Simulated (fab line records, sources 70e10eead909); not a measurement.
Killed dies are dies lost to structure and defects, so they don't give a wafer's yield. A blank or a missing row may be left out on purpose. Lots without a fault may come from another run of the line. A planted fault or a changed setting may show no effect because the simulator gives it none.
Chamber matching | flow nand_harc | NHARC_A_CHANNEL_FILL_D2_STRIP_28 on rie_diel-04: 4 sister chambers
The step strips in O2, time 20 s. 7 wafers are shown with their chamber, then 12 later ones without.

WAFERS WITH THEIR CHAMBER
wafer  | chamber | drypump_motor_current_A (A) | rf_vpp_V (V)
L077.4 | 1       | 5.1                         | 58.3
L086.1 | 2       | 6.5                         | 57.7
L086.3 | 0       | 4.9                         | 58.2
L086.6 | 3       | 5.6                         | 57.5
L087.3 | 0       | 4.9                         | 55.8
L087.4 | 2       | 6.5                         | 58.5
L087.6 | 3       | 5.7                         | 57.2

WAFERS WITHOUT THEIR CHAMBER
wafer  | drypump_motor_current_A (A) | rf_vpp_V (V)
L089.1 | 4.9                         | 58.1
L089.3 | 5.1                         | 55.9
L089.4 | 6.5                         | 58.2
L092.2 | 4.9                         | 57.3
L092.3 | 5.7                         | 57.6
L092.6 | 5.1                         | 56.7
L095.2 | 5.6                         | 57.5
L095.4 | 4.9                         | 58.6
L095.6 | 6.5                         | 58.0
L096.3 | 4.9                         | 58.6
L096.4 | 5.1                         | 58.7
L096.6 | 6.5                         | 58.7

WHICH CHAMBER EACH WENT THROUGH
wafer  | from the rows above | in truth
L089.1 | 0                   | 0
L089.3 | 1                   | 1
L089.4 | 2                   | 2
L092.2 | 0                   | 0
L092.3 | 3                   | 3
L092.6 | 1                   | 1
L095.2 | 3                   | 3
L095.4 | 0                   | 0
L095.6 | 2                   | 2
L096.3 | 0                   | 0
L096.4 | 1                   | 1
L096.6 | 2                   | 2
Placed correctly: 12 of 12. Can't be placed from these rows: 0. Placed wrongly: 0.
How it was worked out, from the rows above alone: a wafer's distance from a chamber is the root of the sum, over the readings, of the square of ((its reading less the chamber's mean) divided by the reading's scatter). The wafer belongs to the nearest chamber; if the next one is less than 2 further off, it can't be placed. A chamber's mean is the mean of its shown wafers. The scatter: the root of (the sum of the squares of (reading less its chamber's mean) over the shown wafers, divided by (wafers less chambers)).
